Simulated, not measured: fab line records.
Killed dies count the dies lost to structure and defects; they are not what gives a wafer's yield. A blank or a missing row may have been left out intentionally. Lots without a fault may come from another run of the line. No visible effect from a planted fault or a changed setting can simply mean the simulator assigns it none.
fab line records | flow nandHarc
record lots=24 wafers=72 lastDay=34
route steps=1302 shown A_CONTACT@1056 A_BLC@1130
lots that met no fault: from a run of the same line without faults
startH: hours from the record's opening day to when the first of the lot's shown wafers began | waitH: hours since the lot's step before | " repeats the value in the row above | L1.1+2: several wafers, shown together as one row | - no value, or no start was given | * or withheld: withheld | < > ~ a bound
route shown NAME@n: a module of which the file shows steps, and the number in the route of the first | usual: the fault-free wafers' mean and standard deviation | same: alike in all rows | chamber/n: place in a boat | sites: each site's reading | _std_site: the values' standard deviation | _edge_site: outer sites' mean less inner sites' | radiusMm: for every site, how far away it sits from the centre of the wafer | mask NAME#n: copy n | behind: tool/chamber where the wafer was last shaped | hold: cause of the lot's hold/its duration in hours/its outcome | device: names the non-switching transistor (n, p or np) | end of line: tests run on the same wafers once the route is complete | where a step has no rows: the recipe by itself | killed: not the wafer's yield, but the dies lost to structure and defects at the first sort | map: a wafer's dies, marking killed ones x, the rest . and places with no die _
set.NAME: the setting that was run; set.NAME@STEP: the one run at that earlier step | model.NAME: the simulator's own value behind a step, which no gauge read
route steps across a sampled set of lots; one table per step, one row per wafer
services: from which hour (startH, from the record's first day; less than 0 if before it) a tool's chamber was out of use, for how many hours, and why
## steps
# step NHARC_A_CONTACT_ETCH_133
# recipe sourceW=withheld pressureMtorr=20 biasV=400 timeS=374 targetDepthA=16100 arFlowSccm=withheld c4f8FlowSccm=11.5 o2FlowSccm=7.2 chemistry=C4F8/O2/Ar
# columns lot.wafer tool chamber startH waitH rfHoursCounterH
L077.1 harCapEtch-02 1 522.96 0.1 84
L077.2 " 0 " " 84
L077.4 " 0 " " -
L075.2 harCapEtch-01 0 524.06 0.1 4
L075.4 " 1 " " -
L075.6 " 1 " " -
L074.2 harCapEtch-03 0 526.39 0.2 49
L074.4 " 0 " " -
L074.6 " 0 " " -
L076.1 harCapEtch-01 0 530.15 0.2 6
L076.4 " 1 " " -
L076.3 " 0 " " -
L079.1 harCapEtch-01 1 546.35 0.1 11
L079.2 " 0 " " 11
L079.6 " 0 " " -
L078.1 harCapEtch-03 0 547.02 0.1 55
L078.4 " 0 " " -
L078.6 " 0 " " -
L080.1 harCapEtch-01 0 570.59 0.2 14
L080.4 " 1 " " -
L080.6 " 1 " " -
L081.2 harCapEtch-03 1 576.99 0.2 59
L081.4 " 0 " " -
L081.6 " 1 " " -
L084.2 harCapEtch-02 0 613.68 0.1 98
L084.1 " 1 " " 98
L084.6 " 0 " " -
L082.1 harCapEtch-01 1 616.93 0.2 19
L082.4 " 0 " " -
L082.5 " 0 " " -
L083.2 harCapEtch-02 1 624.96 0.1 100
L083.1 " 0 " " 100
L083.5 " 1 " " -
L087.1 harCapEtch-02 0 632.85 0.1 102
L087.2 " 1 " " 102
L087.6 " 0 " " -
L085.2 harCapEtch-01 0 638.91 0.2 25
L085.1 " 1 " " 25
L085.5 " 1 " " -
L088.2 harCapEtch-02 1 644.47 0.1 105
L088.4 " 0 " " -
L088.6 " 1 " " -
L086.1 harCapEtch-02 0 646.73 0.2 107
L086.4 " 0 " " -
L086.5 " 1 " " -
L089.1 harCapEtch-03 1 658.34 0.1 75
L089.3 " 0 " " -
L089.6 " 0 " " -
L091.1 harCapEtch-03 1 666.84 0.3 76
L091.4 " 1 " " -
L091.6 " 1 " " -
L090.1 harCapEtch-02 0 672.58 0.1 113
L090.3 " 1 " " -
L090.6 " 1 " " -
L093.1 harCapEtch-02 0 700.23 0.2 117
L093.4 " 1 " " -
L093.3 " 0 " " -
L092.3 harCapEtch-01 1 701.48 0.2 -
L092.4 " 0 " " -
L092.6 " 0 " " -
L094.3 harCapEtch-02 1 708.48 0.3 -
L094.5 " 0 " " -
L094.6 " 1 " " -
L096.2 harCapEtch-01 0 721.82 0.2 39
L096.4 " 1 " " -
L096.6 " 1 " " -
L095.2 harCapEtch-01 1 733.47 0.1 40
L095.1 " 0 " " 40
L095.3 " 1 " " -
L097.4 harCapEtch-03 1 754.85 0.2 -
L097.5 " 1 " " -
L097.6 " 0 " " -
# step NHARC_A_CONTACT_ETCH_106
# recipe targetDepthA=900 overetchA=90 timeS=49.5 ionEnergyEv=100 cf4FlowSccm=80 o2FlowSccm=20 arFlowSccm=0 rfW=300 biasW=100 chemistry=CF4/O2
# usual drypumpMotorCurrentA=5.6/0.45 mfcArSccm=0.010/0.014 oes_o_777_au=1.000/0.0047 oesProductAu=0.997/0.0076 rfVppV=197.5/1.4 showerheadPlenumPTorr=1.32/0.058 throttleValvePct=13.397/0.0093
# columns lot.wafer tool chamber startH waitH drypumpMotorCurrentA mfcArSccm oes_o_777_au oesProductAu rfHoursCounterH rfVppV showerheadPlenumPTorr throttleValvePct
L077.2 rieDiel-08 3 524.25 0.1 5.4 0.028 0.999 0.996 46 195.1 1.25 13.411
L077.4 " 0 " " 5.6 0 0.993 1.002 49 196.8 1.28 13.404
L077.1 " 2 " " 6.1 0.002 0.996 1.000 46 195.9 1.23 13.401
L075.4 rieDiel-08 0 525.37 0.1 5.6 0 0.997 1.005 49 197.3 1.28 13.387
L075.2 " 2 " " 6.1 0.002 0.999 1.001 46 195.8 1.23 13.392
L075.6 " 0 " " 5.6 0 0.994 1.009 - 195.4 1.28 13.382
L074.4 rieDiel-03 0 527.62 0.1 5.0 0 0.996 0.995 16 199.4 1.37 13.400
L074.2 " 2 " " 5.5 0.007 0.992 0.995 13 197.2 1.30 13.406
L074.6 " 0 " " 5.0 0 1.000 1.004 - 197.4 1.37 13.395
L076.4 rieDiel-08 1 531.57 0.1 6.2 0.016 0.993 0.998 56 195.4 1.24 13.412
L076.3 " 2 " " 6.1 0.002 1.001 1.002 47 194.2 1.23 13.385
L076.1 " 3 " " 5.4 0.028 1.003 0.997 48 196.6 1.25 13.388
L079.1 rieDiel-01 0 547.65 0.1 5.0 0 0.992 1.011 25 197.8 1.33 13.401
L079.2 " 3 " " 5.4 0 1.006 0.999 30 198.3 1.30 13.392
L079.6 " 1 " " 6.3 0.037 0.999 1.002 - 198.8 1.34 13.377
L078.4 rieDiel-03 1 548.50 0.1 5.3 0 0.999 1.001 18 198.8 1.43 13.411
L078.1 " 3 " " 5.5 0 0.996 0.995 22 196.1 1.29 13.387
L078.6 " 1 " " 5.3 0 0.995 0.999 - 199.4 1.43 13.407
L080.1 rieDiel-01 0 571.82 0.1 5.0 0 0.997 0.994 0 198.0 1.32 13.397
L080.4 " 1 " " 6.4 0.037 0.998 1.000 0 197.3 1.34 13.412
L080.6 " 1 " " 6.3 0.037 0.993 1.016 - 197.8 1.34 13.389
L081.2 rieDiel-08 2 578.29 0.0 6.1 0.002 1.002 0.985 3 200.0 1.44 13.393
L081.4 " 1 " " 6.2 0.016 1.005 0.996 9 199.6 1.44 13.397
L081.6 " 3 " " 5.4 0.028 1.002 0.991 - 195.9 1.25 13.406
L084.1 rieDiel-08 3 615.00 0.1 5.4 0.028 1.001 0.987 21 196.4 1.24 13.405
L084.2 " 1 " " 6.2 0.016 1.000 1.006 21 200.6 1.44 13.410
L084.6 " 3 " " 5.4 0.028 1.004 0.989 - 196.9 1.24 13.385
L082.1 rieDiel-01 0 618.23 0.1 5.0 0 0.994 0.988 5 197.6 1.32 13.402
L082.4 " 1 " " 6.4 0.037 1.002 1.001 - 198.4 1.34 13.381
L082.5 " 3 " " 5.4 0 1.003 0.996 - 197.5 1.30 13.391
L083.2 rieDiel-01 1 626.32 0.1 6.4 0.037 0.999 1.013 9 197.8 1.34 13.396
L083.1 " 0 " " 5.1 0 0.999 0.987 7 197.7 1.32 13.402
L083.5 " 1 " " 6.4 0.037 0.997 0.993 - 197.8 1.34 13.388
L087.1 rieDiel-03 3 634.25 0.1 5.5 0 0.996 0.991 59 197.3 1.28 13.395
L087.2 " 1 " " 5.3 0 1.004 1.005 50 199.5 1.42 13.382
L087.6 " 3 " " 5.5 0 0.989 0.995 - 197.0 1.28 13.408
L085.1 rieDiel-08 3 640.53 0.1 5.4 0.028 1.001 0.985 30 196.6 1.24 13.392
L085.2 " 1 " " 6.2 0.016 0.996 0.984 33 199.7 1.44 13.402
L085.5 " 3 " " 5.4 0.028 1.004 0.986 - 196.2 1.24 13.401
L088.2 rieDiel-01 0 645.84 0.1 5.0 0 1.002 0.993 12 198.6 1.32 13.398
L088.4 " 1 " " 6.4 0.037 1.003 1.006 - 196.5 1.34 13.401
L088.6 " 3 " " 5.4 0 1.002 1.000 - 196.2 1.30 13.403
L086.1 rieDiel-01 3 648.02 0.1 5.4 0 1.003 1.001 15 195.8 1.30 13.390
L086.5 " 3 " " 5.4 0 1.004 0.994 - 197.3 1.30 13.401
L086.4 " 0 " " 5.0 0 0.999 0.996 - 198.6 1.32 13.408
L089.1 rieDiel-03 2 659.67 0.1 5.5 0.007 0.997 0.991 8 196.8 1.29 13.403
L089.3 " 0 " " 5.0 0 0.997 0.994 7 196.6 1.36 13.380
L089.6 " 2 " " 5.6 0.007 0.995 0.994 - 198.3 1.29 13.397
L091.4 rieDiel-01 0 668.31 0.1 5.0 0 1.004 1.000 16 197.6 1.32 13.405
L091.1 " 2 " " 5.7 0.015 0.999 0.999 2 196.2 1.28 13.386
L091.6 " 1 " " 6.3 0.037 1.004 1.004 - 198.7 1.33 13.399
L090.3 rieDiel-01 2 673.90 0.1 5.7 0.015 1.000 1.004 3 197.4 1.28 13.396
L090.1 " 0 " " 5.0 0 1.004 0.995 17 198.0 1.32 13.385
L090.6 " 3 " " 5.4 0 0.998 1.002 - 196.9 1.30 13.382
L093.4 rieDiel-08 3 701.46 0.1 5.4 0.028 1.005 0.988 50 195.7 1.24 13.390
L093.1 " 0 " " 5.6 0 1.004 0.986 51 195.9 1.27 13.390
L093.3 " 1 " " 6.2 0.016 1.001 0.986 53 198.7 1.43 13.381
L092.4 rieDiel-01 0 702.64 0.1 5.0 0 0.998 0.989 20 197.8 1.32 13.399
L092.3 " 3 " " 5.4 0 0.998 0.993 22 198.0 1.30 13.396
L092.6 " 1 " " 6.4 0.037 0.994 0.999 - 196.8 1.33 13.414
L094.3 rieDiel-08 3 709.57 0.1 5.4 0.028 0.999 0.986 54 196.5 1.24 13.394
L094.5 " 2 " " 6.1 0.002 0.990 0.981 - 200.5 1.43 13.378
L094.6 " 3 " " 5.4 0.028 0.991 0.992 - 194.5 1.24 13.388
L096.2 rieDiel-01 3 723.04 0.1 5.4 0 1.008 1.003 25 196.5 1.30 13.386
L096.4 " 2 " " 5.7 0.015 1.001 1.005 9 197.2 1.28 13.396
L096.6 " 3 " " 5.4 0 1.005 0.987 - 197.9 1.30 13.406
L095.3 rieDiel-01 3 734.77 0.1 5.4 0 1.003 0.998 27 196.5 1.30 13.403
L095.1 " 0 " " 5.0 0 0.999 0.986 26 197.3 1.32 13.395
L095.2 " 2 " " 5.7 0.015 0.996 1.004 11 197.3 1.28 13.385
L097.4 rieDiel-03 3 756.02 0.1 5.5 0 0.996 0.996 38 196.9 1.28 13.391
L097.6 " 2 " " 5.5 0.007 1.003 0.998 - 196.8 1.29 13.397
L097.5 " 3 " " 5.5 0 0.995 0.998 - 197.4 1.28 13.394
# step NHARC_A_CONTACT_ETCH_134
# recipe sourceW=withheld pressureMtorr=20 biasV=withheld timeS=140 targetDepthA=7000 arFlowSccm=withheld c4f8FlowSccm=withheld o2FlowSccm=withheld chemistry=C4F8/O2/Ar
# columns lot.wafer tool chamber startH waitH rfHoursCounterH
L077.1 harCapEtch-03 1 529.22 - 49
L077.2 " 0 " " 49
L077.4 " 0 " " -
L075.2 harCapEtch-01 0 531.06 - 6
L075.4 " 1 " " -
L075.6 " 0 " " -
L074.2 harCapEtch-03 1 533.32 - 50
L074.4 " 1 " " -
L074.6 " 0 " " -
L076.1 harCapEtch-03 1 536.95 - 52
L076.3 " 0 " " -
L076.4 " 1 " " -
L079.1 harCapEtch-02 0 552.12 - 90
L079.2 " 1 " " 90
L079.6 " 0 " " -
L078.1 harCapEtch-01 1 553.03 - 11
L078.4 " 1 " " -
L078.6 " 1 " " -
L080.1 harCapEtch-02 1 576.27 - 93
L080.4 " 1 " " -
L080.6 " 1 " " -
L081.2 harCapEtch-01 1 584.48 - 14
L081.4 " 1 " " -
L081.6 " 0 " " -
L084.2 harCapEtch-01 1 632.71 - 22
L084.1 " 0 " " 22
L084.6 " 0 " " -
L082.1 harCapEtch-03 0 633.89 - 68
L082.4 " 1 " " -
L082.5 " 1 " " -
L083.2 harCapEtch-02 1 636.15 - 102
L083.1 " 0 " " 102
L083.5 " 1 " " -
L087.1 harCapEtch-01 1 643.59 - 25
L087.2 " 0 " " 25
L087.6 " 1 " " -
L085.2 harCapEtch-03 0 651.26 - 72
L085.1 " 1 " " 72
L085.5 " 1 " " -
L088.2 harCapEtch-01 1 653.06 - 26
L088.4 " 1 " " -
L088.6 " 0 " " -
L086.1 harCapEtch-01 1 656.72 - 28
L086.4 " 0 " " -
L086.5 " 0 " " -
L089.1 harCapEtch-01 0 664.25 - 29
L089.3 " 0 " " -
L089.6 " 1 " " -
L091.1 harCapEtch-01 1 672.75 - 31
L091.4 " 0 " " -
L091.6 " 1 " " -
L090.1 harCapEtch-03 1 678.38 - 77
L090.3 " 1 " " -
L090.6 " 1 " " -
L093.1 harCapEtch-03 0 705.88 - 80
L093.3 " 1 " " -
L093.4 " 0 " " -
L092.3 harCapEtch-01 0 707.54 - -
L092.4 " 1 " " -
L092.6 " 0 " " -
L094.3 harCapEtch-02 0 714.09 - -
L094.5 " 1 " " -
L094.6 " 0 " " -
L096.2 harCapEtch-02 1 728.05 - 121
L096.4 " 1 " " -
L096.6 " 1 " " -
L095.2 harCapEtch-03 1 745.35 - 88
L095.1 " 0 " " 88
L095.3 " 0 " " -
L097.4 harCapEtch-01 1 763.74 - -
L097.6 " 1 " " -
L097.5 " 0 " " -
# step NHARC_A_CONTACT_INSPECT_23
# usual rawDefectCount=480/100
# columns lot.wafer tool chamber startH waitH rawDefectCount
L077.1 defectInspect-01 - 533.73 0.1 508
L077.2 " - " " 330
L077.4 " - " " 533
L075.2 defectInspect-01 - 535.55 0.1 650
L075.4 " - " " 452
L075.6 " - " " 533
L074.2 defectInspect-02 - 537.82 0.1 456
L074.4 " - " " 308
L074.6 " - " " 392
L076.1 defectInspect-02 - 541.62 0.1 579
L076.3 " - " " 468
L076.4 " - " " 494
L079.1 defectInspect-02 - 557.56 0.1 404
L079.2 " - " " 618
L079.6 " - " " 467
L078.1 defectInspect-01 - 558.30 0.1 551
L078.4 " - " " 465
L078.6 " - " " 753
L080.1 defectInspect-02 - 580.83 0.1 431
L080.4 " - " " 406
L080.6 " - " " 359
L081.2 defectInspect-02 - 588.96 0.1 619
L081.4 " - " " 579
L081.6 " - " " 533
L084.1 defectInspect-01 - 637.81 0.1 487
L084.2 " - " " 540
L084.6 " - " " 398
L082.1 defectInspect-01 - 639.02 0.1 585
L082.4 " - " " 471
L082.5 " - " " 549
L083.1 defectInspect-02 - 640.77 0.1 340
L083.2 " - " " 612
L083.5 " - " " 376
L087.1 defectInspect-01 - 648.72 0.1 383
L087.2 " - " " 552
L087.6 " - " " 530
L085.1 defectInspect-01 - 655.88 0.1 608
L085.2 " - " " 534
L085.5 " - " " 515
L088.2 defectInspect-01 - 658.85 0.1 576
L088.4 " - " " 507
L088.6 " - " " 441
L086.1 defectInspect-01 - 661.82 0.1 492
L086.4 " - " " 723
L086.5 " - " " 479
L089.1 defectInspect-02 - 669.26 0.1 526
L089.3 " - " " 349
L089.6 " - " " 379
L091.1 defectInspect-02 - 677.77 0.1 525
L091.4 " - " " 591
L091.6 " - " " 481
L090.1 defectInspect-02 - 682.88 0.1 467
L090.3 " - " " 395
L090.6 " - " " 328
L093.1 defectInspect-01 - 710.34 0.1 666
L093.3 " - " " 442
L093.4 " - " " 623
L092.3 defectInspect-01 - 711.96 0.1 410
L092.4 " - " " 374
L092.6 " - " " 503
L094.3 defectInspect-02 - 718.47 0.1 484
L094.5 " - " " 554
L094.6 " - " " 518
L096.2 defectInspect-01 - 732.76 0.1 369
L096.4 " - " " 569
L096.6 " - " " 483
L095.1 defectInspect-01 - 749.84 0.1 438
L095.2 " - " " 371
L095.3 " - " " 395
L097.4 defectInspect-01 - 768.18 0.1 431
L097.5 " - " " 371
L097.6 " - " " 477
# step NHARC_A_BLC_PVD_32
# recipe targetThkA=50 chamberPressurePa=5 powerW=5000 substrateTempC=200 timeS=17.7 material=Ti
# usual throttleValvePct=29.9/1.5
# columns lot.wafer tool chamber startH waitH throttleValvePct
L077.1 pvdSputter-01 - - - 27.7
L077.4 " - " " 28.5
L077.2 " - " " 28.3
L075.2 pvdSputter-03 - - - 31.2
L075.4 " - " " 31.9
L075.6 " - " " 31.2
L074.4 pvdSputter-03 - - - 29.1
L074.2 " - " " 32.0
L074.6 " - " " 29.3
L076.3 pvdSputter-03 - - - 29.4
L076.1 " - " " 29.2
L076.4 " - " " 31.4
L079.2 pvdSputter-01 - - - 27.8
L079.1 " - " " 28.3
L079.6 " - " " 27.8
L078.4 pvdSputter-03 - - - 32.0
L078.1 " - " " 29.3
L078.6 " - " " 32.1
L080.4 pvdSputter-02 - - - 31.1
L080.1 " - " " 31.1
L080.6 " - " " 31.0
L081.4 pvdSputter-01 - - - 29.5
L081.2 " - " " 28.6
L081.6 " - " " 29.5
L084.1 pvdSputter-01 - - - 28.3
L084.2 " - " " 29.1
L084.6 " - " " 28.3
L082.4 pvdSputter-01 - - - 28.3
L082.1 " - " " 28.8
L082.5 " - " " 28.0
L083.2 pvdSputter-03 - - - 29.4
L083.1 " - " " 31.3
L083.5 " - " " 29.5
L087.2 pvdSputter-03 - - - 32.1
L087.1 " - " " 31.2
L087.6 " - " " 31.9
L085.2 pvdSputter-01 - - - 30.2
L085.1 " - " " 29.2
L085.5 " - " " 28.3
L088.4 pvdSputter-03 - - - 30.9
L088.2 " - " " 29.0
L088.6 " - " " 31.2
L086.4 pvdSputter-03 - - - 29.6
L086.1 " - " " 31.1
L086.5 " - " " 29.7
L089.3 pvdSputter-02 - - - 31.3
L089.1 " - " " 30.5
L089.6 " - " " 27.5
L091.1 pvdSputter-03 - - - 29.2
L091.4 " - " " 31.9
L091.6 " - " " 29.4
L090.1 pvdSputter-01 - - - 28.9
L090.3 " - " " 28.3
L090.6 " - " " 30.1
L093.3 pvdSputter-02 - - - 32.7
L093.4 " - " " 31.2
L093.1 " - " " 30.9
L092.3 pvdSputter-02 - - - 27.6
L092.4 " - " " 31.0
L092.6 " - " " 27.5
L094.3 pvdSputter-03 - - - 29.8
L094.6 " - " " 29.2
L094.5 " - " " 30.3
L096.2 pvdSputter-03 - - - 29.4
L096.4 " - " " 30.3
L096.6 " - " " 29.6
L095.2 pvdSputter-01 - - - 28.2
L095.1 " - " " 30.4
L095.3 " - " " 29.2
L097.4 pvdSputter-02 - - - 30.6
L097.5 " - " " 31.2
L097.6 " - " " 30.8
# step NHARC_A_BLC_INSPECT_28
# usual rawDefectCount=518/140
# columns lot.wafer tool chamber startH waitH rawDefectCount
L077.1 defectInspect-01 - 537.36 0.1 665
L077.2 " - " " 526
L077.4 " - " " 890
L075.2 defectInspect-02 - 539.08 0.1 511
L075.4 " - " " 531
L075.6 " - " " 615
L074.2 defectInspect-01 - 541.47 0.1 392
L074.4 " - " " 399
L074.6 " - " " 295
L076.1 defectInspect-01 - 545.15 0.1 571
L076.3 " - " " 563
L076.4 " - " " 580
L079.1 defectInspect-02 - 561.10 0.1 404
L079.2 " - " " 668
L079.6 " - " " 528
L078.1 defectInspect-02 - 561.95 0.1 705
L078.4 " - " " 644
L078.6 " - " " 559
L080.1 defectInspect-01 - 584.88 0.1 526
L080.4 " - " " 569
L080.6 " - " " 521
L081.2 defectInspect-02 - 593.06 0.1 686
L081.4 " - " " 675
L081.6 " - " " 560
L084.1 defectInspect-02 - 641.45 0.1 526
L084.2 " - " " 564
L084.6 " - " " 724
L082.1 defectInspect-01 - 642.68 0.1 714
L082.4 " - " " 787
L082.5 " - " " 687
L083.1 defectInspect-01 - 644.41 0.1 443
L083.2 " - " " 485
L083.5 " - " " 464
L087.1 defectInspect-01 - 652.84 0.1 523
L087.2 " - " " 630
L087.6 " - " " 729
L085.1 defectInspect-01 - 659.55 0.1 494
L085.2 " - " " 412
L085.5 " - " " 471
L088.2 defectInspect-02 - 662.48 0.1 658
L088.4 " - " " 802
L088.6 " - " " 678
L086.1 defectInspect-02 - 665.57 0.1 476
L086.4 " - " " 376
L086.5 " - " " 409
L089.1 defectInspect-02 - 672.78 0.1 431
L089.3 " - " " 329
L089.6 " - " " 456
L091.1 defectInspect-02 - 681.42 0.1 411
L091.4 " - " " 316
L091.6 " - " " 384
L090.1 defectInspect-02 - 686.52 0.1 553
L090.3 " - " " 569
L090.6 " - " " 586
L093.1 defectInspect-02 - 714.00 0.1 564
L093.3 " - " " 427
L093.4 " - " " 433
L092.3 defectInspect-02 - 715.79 0.1 478
L092.4 " - " " 458
L092.6 " - " " 444
L094.3 defectInspect-02 - 722.00 0.1 481
L094.5 " - " " 611
L094.6 " - " " 483
L096.2 defectInspect-02 - 736.45 0.1 447
L096.4 " - " " 424
L096.6 " - " " 398
L095.1 defectInspect-01 - 753.53 0.1 241
L095.2 " - " " 435
L095.3 " - " " 333
L097.4 defectInspect-02 - 771.71 0.1 603
L097.5 " - " " 601
L097.6 " - " " 459
## services
# columns tool chamber startH hours kind
rieDiel-08 2 499.32 11.7 repair
harCapEtch-01 0 514.00 - clean
harCapEtch-01 1 514.00 - clean
pvdSputter-03 - 515.15 2.8 repair
harCapEtch-01 - 521.48 0.5 repair
pvdSputter-03 - 526.05 10.0 pm
rieDiel-03 - 541.18 0.5 repair
rieDiel-01 - 558.38 9.0 pm
pvdSputter-03 - 566.62 3.5 repair
rieDiel-01 2 582.28 79.9 repair
rieDiel-01 0 588.77 4.8 repair
pvdSputter-01 - 603.91 10.0 pm
harCapEtch-01 - 619.31 0.4 repair
rieDiel-03 - 635.94 9.0 pm
pvdSputter-02 - 638.69 10.0 pm
pvdSputter-03 - 639.22 3.3 repair
rieDiel-01 - 650.49 0.4 repair
pvdSputter-01 - 662.93 1.2 repair
pvdSputter-03 - 704.05 10.0 pm
pvdSputter-01 - 715.57 3.1 repair
rieDiel-08 - 726.77 9.0 pm
rieDiel-01 - 735.38 9.0 pm
rieDiel-03 3 736.79 3.6 repair
harCapEtch-02 - 755.68 17.0 pm
## key
fault none
